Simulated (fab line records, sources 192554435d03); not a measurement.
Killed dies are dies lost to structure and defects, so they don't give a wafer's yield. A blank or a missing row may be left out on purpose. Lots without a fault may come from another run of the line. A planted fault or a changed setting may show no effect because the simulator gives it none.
fab line records | flow n5_finfet | part 2 of 2: steps 5 to 6 of 6
record lots=23 wafers=69 last_day=17
route steps=1938 shown GATE_CUT@506 MOL_CONTACT_COAG@529
lots that met no fault: from a run of the same line without faults
start_h: hours from the record's first day to the start of the lot's first wafer shown | wait_h: hours since the lot's step before | " the same as in the row above | L1.1+2: a row that stands for several wafers | - no value, or no start given | * or withheld: withheld | < > ~ a bound
route shown NAME@n: a module of which the file shows steps, and the number in the route of the first | usual: mean/standard deviation of fault-free wafers | same: alike in all rows | chamber/n: place in a boat | sites: the reading at each site | _std_site: their standard deviation | _edge_site: outer sites' mean less inner sites' | radius_mm: how far each site lies from the wafer's centre | mask NAME#n: copy n | behind: the tool/chamber that last shaped the wafer | hold: why the lot was held/for how many hours/how that ended | device: the transistor (n, p or np) that didn't switch | end of line: the same wafers' tests at the end of the route | a step without rows: its recipe alone | killed: dies lost to structure and defects at the first sort, not the wafer's yield | map: a wafer's dies, x killed, . not, _ none there
set.NAME: the setting as run; set.NAME@STEP: as run at that earlier step | model.NAME: the simulator's own value behind a step, which no gauge read
steps of the route over a sample of lots; a table a step, a row a wafer
services: from which hour (start_h, from the record's first day; less than 0 if before it) a tool's chamber was out of use, for how many hours, and why
## steps
# step N5_MOL_CONTACT_COAG_ETCHBACK_132
# recipe chemistry=CHF3 target=SiO2 target_depth_a=100 time_s=6.7 ion_energy_ev=200 pressure_mtorr=30 source_w=610 bias_w=170 Ar_flow_sccm=200 CHF3_flow_sccm=50
# usual drypump_motor_current_A=5.5/0.5 oes_product_au=0.82/0.1 rf_fwd_power_W=602.1/3 rf_vpp_V=522/13 showerhead_plenum_p_Torr=2.37/0.056 throttle_valve_pct=18.72/0.22
# columns lot.wafer tool chamber start_h wait_h drypump_motor_current_A oes_product_au rf_fwd_power_W rf_hours_counter_h rf_vpp_V showerhead_plenum_p_Torr throttle_valve_pct
L075.2 rie_diel-05 1 107.46 0.1 5.1 0.91 602.5 7 542 2.42 18.45
L075.5 " 1 " " 5.0 0.91 600.7 - 540 2.42 18.45
L075.6 " 0 " " 5.9 0.92 599.5 - 516 2.34 18.75
L076.3 rie_diel-03 2 111.61 0.1 5.8 0.96 601.4 - 539 2.44 18.43
L076.4 " 3 " " 5.5 0.72 601.1 - 533 2.42 18.80
L076.6 " 3 " " 5.5 0.72 601.2 - 534 2.42 18.80
L077.2 rie_diel-05 2 121.10 0.2 4.9 0.75 600.4 143 498 2.29 18.80
L077.4 " 3 " " 6.1 0.72 607.4 177 520 2.37 18.85
L077.6 " 2 " " 4.8 0.76 600.5 - 497 2.29 18.78
L074.1 rie_diel-05 2 123.67 0.4 4.8 0.75 602.5 144 498 2.29 18.80
L074.3 " 3 " " 6.1 0.71 606.4 178 521 2.37 18.88
L074.5 " 0 " " 5.9 0.92 603.1 - 518 2.34 18.75
L078.4 rie_diel-05 0 124.67 0.1 5.9 0.91 604.5 25 519 2.34 18.77
L078.5 " 1 " " 5.1 0.90 604.9 - 540 2.42 18.45
L078.6 " 2 " " 4.8 0.75 601.3 - 498 2.29 18.78
L079.1 rie_diel-06 2 127.31 0.1 4.7 0.69 603.8 234 510 2.33 18.96
L079.3 " 1 " " 5.8 0.68 606.7 211 519 2.37 19.10
L079.5 " 3 " " 4.8 0.71 608.6 - 517 2.49 19.06
L080.2 rie_diel-05 2 134.28 0.1 4.8 0.75 602.5 149 498 2.28 18.79
L080.3 " 0 " " 5.8 0.90 603.9 28 516 2.34 18.76
L080.6 " 3 " " 6.1 0.70 602.7 - 520 2.36 18.86
L081.1 rie_diel-06 0 139.91 0.1 5.2 0.92 602.1 19 505 2.44 18.41
L081.4 " 3 " " 4.8 0.69 605.5 192 519 2.49 19.06
L081.5 " 2 " " 4.7 0.68 605.5 - 511 2.33 18.97
L082.2 rie_diel-05 3 153.43 0.1 6.1 0.70 605.9 191 521 2.36 18.86
L082.4 " 1 " " 5.1 0.87 604.5 25 540 2.41 18.45
L082.5 " 2 " " 4.8 0.74 602.7 - 498 2.28 18.81
L083.1 rie_diel-05 1 160.61 0.1 5.1 0.87 601.5 27 541 2.41 18.47
L083.3 " 0 " " 5.9 0.88 601.1 38 518 2.33 18.79
L083.4 " 2 " " 4.8 0.73 600.6 160 498 2.28 18.81
L084.1 rie_diel-05 3 163.78 0.1 6.1 0.69 606.7 194 522 2.36 18.90
L084.2 " 0 " " 5.8 0.89 604.3 39 517 2.33 18.80
L084.4 " 1 " " 5.1 0.85 600.5 29 541 2.41 18.47
L085.2 rie_diel-05 0 169.80 0.2 5.9 0.87 601.8 40 517 2.33 18.80
L085.3 " 1 " " 5.1 0.87 602.3 30 541 2.41 18.47
L085.6 " 2 " " 4.9 0.73 602.2 - 498 2.28 18.81
L087.1 rie_diel-06 3 181.44 0.1 4.8 0.69 606.5 212 517 2.48 19.12
L087.5 " 0 " " 5.3 0.90 601.5 - 505 2.44 18.44
L087.6 " 1 " " 5.9 0.66 605.6 - 520 2.36 19.14
L088.4 rie_diel-03 3 185.69 0.1 5.5 0.70 602.2 243 534 2.41 18.87
L088.5 " 0 " " 6.3 0.98 598.9 - 535 2.36 18.83
L088.6 " 1 " " 5.9 0.93 601.0 - 524 2.32 18.54
L089.2 rie_diel-03 2 189.55 0.1 5.8 0.90 603.4 43 537 2.42 18.50
L089.5 " 2 " " 5.8 0.90 606.5 - 536 2.42 18.50
L089.6 " 1 " " 5.9 0.92 602.6 - 523 2.32 18.54
L090.2 rie_diel-06 0 199.33 0.1 5.3 0.88 601.0 44 506 2.43 18.44
L090.3 " 1 " " 5.9 0.66 605.3 241 518 2.35 19.18
L090.5 " 0 " " 5.3 0.87 596.9 - 507 2.43 18.45
L091.2 rie_diel-03 0 202.22 0.1 6.3 0.96 597.1 10 534 2.36 18.82
L091.5 " 2 " " 5.8 0.90 597.6 - 537 2.42 18.50
L091.6 " 3 " " 5.5 0.70 602.0 - 534 2.41 18.87
L092.2 rie_diel-06 3 206.18 0.1 4.8 0.67 605.2 221 516 2.47 19.10
L092.4 " 0 " " 5.2 0.87 599.7 46 506 2.43 18.43
L092.5 " 0 " " 5.3 0.88 598.5 - 506 2.43 18.45
L093.2 rie_diel-05 1 211.52 0.1 5.1 0.83 602.8 45 540 2.40 18.49
L093.3 " 3 " " 6.1 0.69 603.4 210 521 2.35 18.93
L093.6 " 3 " " 6.1 0.68 605.4 - 521 2.35 18.93
L094.2 rie_diel-03 2 218.04 0.3 5.8 0.88 597.1 55 537 2.42 18.50
L094.3 " 1 " " 5.9 0.89 604.1 28 524 2.31 18.58
L094.5 " 2 " " 5.8 0.88 599.7 - 536 2.42 18.50
L095.2 rie_diel-03 3 228.69 0.3 5.5 0.95 596.6 2 534 2.40 18.47
L095.4 " 0 " " 6.3 0.94 596.6 18 535 2.36 18.83
L095.5 " 0 " " 6.3 0.94 596.5 - 534 2.36 18.84
L096.1 rie_diel-03 0 231.82 0.1 6.2 0.93 598.9 20 534 2.35 18.85
L096.4 " 1 " " 5.9 0.89 599.1 36 523 2.31 18.58
L096.6 " 2 " " 5.8 0.87 601.4 - 537 2.42 18.51
L097.3 rie_diel-03 0 238.70 0.1 6.3 0.92 600.6 23 533 2.35 18.85
L097.4 " 3 " " 5.5 0.93 599.5 7 533 2.40 18.46
L097.6 " 2 " " 5.8 0.87 599.8 - 536 2.41 18.53
# step N5_MOL_CONTACT_COAG_ETCH_48
# recipe chemistry=C4F6/O2 target_depth_a=150 overetch_a=45 mask_material=SOC target=SiOC bias_w=465 pressure_mtorr=10 time_s=17 source_w=335 Ar_flow_sccm=300 C4F6_flow_sccm=10 O2_flow_sccm=10 ion_energy_ev=576
# usual C4F6_flow_sccm=10.00/0.034 drypump_motor_current_A=5.5/0.52 oes_product_au=0.69/0.086 rf_fwd_power_W=332.4/1.2 rf_vpp_V=1583/38 showerhead_plenum_p_Torr=2.82/0.067 throttle_valve_pct=40.8/0.39
# columns lot.wafer tool chamber start_h wait_h C4F6_flow_sccm drypump_motor_current_A oes_product_au rf_fwd_power_W rf_hours_counter_h rf_vpp_V showerhead_plenum_p_Torr throttle_valve_pct
L075.2 rie_diel-03 2 109.60 0.0 9.97 5.8 0.80 331.8 7 1626 2.91 41.3
L075.5 " 2 " " 9.97 5.8 0.77 332.5 - 1625 2.91 41.3
L075.6 " 2 " " 9.97 5.8 0.87 333.0 - 1624 2.91 41.3
L076.3 rie_diel-06 2 113.44 0.0 9.98 4.7 0.60 333.4 230 1549 2.78 40.8
L076.4 " 0 " " 9.94 5.3 0.74 331.6 11 1543 2.93 41.1
L076.6 " 3 " " 9.93 4.8 0.61 333.8 - 1574 2.98 41.4
L077.2 rie_diel-05 0 123.52 0.0 9.99 5.9 0.76 333.8 25 1573 2.79 40.6
L077.4 " 2 " " 10.03 4.8 0.64 332.1 144 1516 2.73 40.6
L077.6 " 2 " " 10.04 4.8 0.65 332.8 - 1517 2.73 40.5
L074.1 rie_diel-06 2 125.28 0.0 10.05 4.7 0.59 331.2 233 1549 2.78 40.8
L074.3 " 1 " " 10.01 5.9 0.56 333.0 210 1575 2.82 41.1
L074.5 " 1 " " 10.00 5.9 0.63 333.4 - 1575 2.82 41.2
L078.4 rie_diel-06 0 126.57 0.0 9.98 5.3 0.84 330.7 14 1542 2.93 41.1
L078.5 " 1 " " 10.05 5.9 0.56 333.8 - 1575 2.82 41.1
L078.6 " 0 " " 9.96 5.2 0.83 331.3 - 1542 2.93 41.1
L079.1 rie_diel-05 3 128.91 0.0 9.97 6.1 0.63 332.9 180 1580 2.82 40.5
L079.3 " 1 " " 10.04 5.1 0.78 331.8 15 1637 2.88 40.6
L079.5 " 3 " " 9.99 6.1 0.57 332.4 - 1579 2.82 40.5
L080.2 rie_diel-05 2 135.76 0.0 10.00 4.9 0.68 331.6 149 1517 2.73 40.6
L080.3 " 3 " " 10.01 6.1 0.64 333.3 183 1581 2.82 40.5
L080.6 " 0 " " 10.00 5.9 0.82 331.6 - 1571 2.79 40.7
L081.1 rie_diel-06 2 141.50 0.0 10.02 4.7 0.61 333.3 239 1548 2.78 40.8
L081.4 " 3 " " 9.98 4.8 0.64 334.5 193 1572 2.98 41.5
L081.5 " 1 " " 10.01 5.9 0.64 334.5 - 1575 2.82 41.2
L082.2 rie_diel-05 1 155.03 0.0 10.01 5.1 0.74 333.0 25 1636 2.88 40.5
L082.4 " 2 " " 9.91 4.9 0.64 332.4 158 1517 2.73 40.6
L082.5 " 1 " " 10.01 5.1 0.75 331.2 - 1638 2.88 40.5
L083.1 rie_diel-05 2 162.45 0.0 9.92 4.8 0.65 332.4 161 1516 2.72 40.6
L083.3 " 1 " " 9.97 5.1 0.74 334.1 28 1635 2.88 40.5
L083.4 " 3 " " 10.04 6.1 0.63 335.1 194 1579 2.82 40.6
L084.1 rie_diel-05 2 165.31 0.0 10.02 4.8 0.58 332.9 162 1517 2.72 40.5
L084.2 " 0 " " 10.02 5.9 0.74 331.4 40 1571 2.79 40.7
L084.4 " 1 " " 9.99 5.1 0.76 333.0 29 1637 2.88 40.6
L085.2 rie_diel-03 1 171.57 0.0 10.04 5.9 0.73 331.8 10 1583 2.76 40.0
L085.3 " 2 " " 10.02 5.8 0.74 332.2 - 1625 2.89 41.3
L085.6 " 2 " " 10.04 5.8 0.74 330.7 - 1624 2.89 41.3
L087.1 rie_diel-05 0 183.28 0.0 9.99 5.9 0.71 332.3 45 1570 2.78 40.7
L087.5 " 0 " " 10.02 5.9 0.75 332.8 - 1572 2.78 40.7
L087.6 " 1 " " 9.99 5.1 0.78 334.1 - 1636 2.87 40.6
L088.4 rie_diel-05 2 187.48 0.0 9.96 4.8 0.60 331.4 170 1515 2.72 40.6
L088.5 " 2 " " 9.95 4.8 0.64 332.2 - 1515 2.72 40.6
L088.6 " 3 " " 9.99 6.1 0.62 333.5 - 1579 2.81 40.5
L089.2 rie_diel-03 1 191.23 0.0 9.99 5.9 0.77 332.4 17 1582 2.76 40.1
L089.5 " 1 " " 10.03 5.9 0.79 333.4 - 1584 2.76 40.1
L089.6 " 0 " " 10.01 6.3 0.79 330.1 - 1623 2.82 41.3
L090.2 rie_diel-05 1 200.94 0.0 10.03 5.1 0.73 333.4 41 1635 2.87 40.6
L090.3 " 2 " " 9.96 4.8 0.64 332.9 174 1516 2.72 40.6
L090.5 " 1 " " 10.07 5.1 0.77 334.0 - 1635 2.87 40.6
L091.2 rie_diel-06 3 203.69 0.0 10.00 4.9 0.55 333.8 220 1572 2.96 41.5
L091.5 " 1 " " 10.02 5.8 0.56 332.0 - 1572 2.81 41.1
L091.6 " 2 " " 9.99 4.7 0.77 332.3 - 1548 2.77 40.6
L092.2 rie_diel-03 0 207.71 0.0 10.02 6.3 0.73 329.0 12 1624 2.82 41.3
L092.4 " 1 " " 10.02 5.9 0.74 332.7 - 1585 2.75 40.1
L092.5 " 2 " " 10.04 5.8 0.78 330.9 - 1623 2.89 41.4
L093.2 rie_diel-03 2 214.33 0.0 10.04 5.8 0.75 332.2 53 1624 2.89 41.3
L093.3 " 0 " " 9.98 6.3 0.83 331.1 14 1624 2.82 41.3
L093.6 " 2 " " 10.00 5.8 0.79 331.1 - 1623 2.89 41.4
L094.2 rie_diel-05 0 219.53 0.0 10.05 5.9 0.70 331.3 57 1570 2.78 40.7
L094.3 " 3 " " 9.99 6.1 0.62 332.4 212 1578 2.81 40.6
L094.5 " 3 " " 10.01 6.1 0.59 332.4 - 1579 2.81 40.5
L095.2 rie_diel-03 3 231.26 0.0 10.04 5.5 0.85 331.7 4 1617 2.87 40.4
L095.4 " 0 " " 9.98 6.3 0.78 331.2 19 1623 2.82 41.3
L095.5 " 3 " " 9.99 5.5 0.77 333.2 - 1619 2.87 40.4
L096.1 rie_diel-03 3 233.44 0.0 9.99 5.5 0.75 332.1 5 1616 2.87 40.4
L096.4 " 0 " " 10.04 6.3 0.84 330.0 20 1623 2.82 41.3
L096.6 " 2 " " 9.99 5.8 0.75 331.8 - 1623 2.88 41.4
L097.3 rie_diel-05 1 240.37 0.0 10.03 5.1 0.64 330.9 58 1634 2.86 40.6
L097.4 " 3 " " 10.00 6.1 0.55 334.0 223 1579 2.80 40.5
L097.6 " 1 " " 10.07 5.1 0.67 332.1 - 1635 2.86 40.6
## services
# columns tool chamber start_h hours kind
rie_diel-05 1 69.95 - clean
rie_diel-05 1 69.95 - consumable_replace:focus_ring
rie_metal-02 - 72.97 1.4 pm
rie_diel-03 0 77.63 53.1 repair
rie_diel-03 2 97.15 3.3 repair
rie_diel-06 0 100.78 9.1 repair
rie_diel-06 - 119.48 4.4 repair
rie_diel-06 0 124.63 1.7 repair
rie_diel-03 1 130.75 - clean
rie_diel-03 1 130.75 - consumable_replace:focus_ring
rie_diel-03 1 130.75 17.5 scheduled_down
rie_diel-03 1 130.75 17.5 vent_cycle
rie_metal-03 0 130.79 8.0 repair
rie_diel-03 0 149.30 - clean
rie_diel-03 0 149.30 - consumable_replace:focus_ring
rie_diel-03 0 149.30 25.7 scheduled_down
rie_diel-03 0 149.30 25.7 vent_cycle
rie_diel-03 - 158.24 0.4 repair
rie_metal-03 - 160.87 28.1 pm
rie_diel-03 3 168.79 4.2 repair
rie_diel-03 0 218.61 7.7 repair
rie_diel-06 - 223.44 14.6 pm
rie_metal-01 - 225.67 1.5 repair
rie_diel-05 - 229.22 0.1 repair
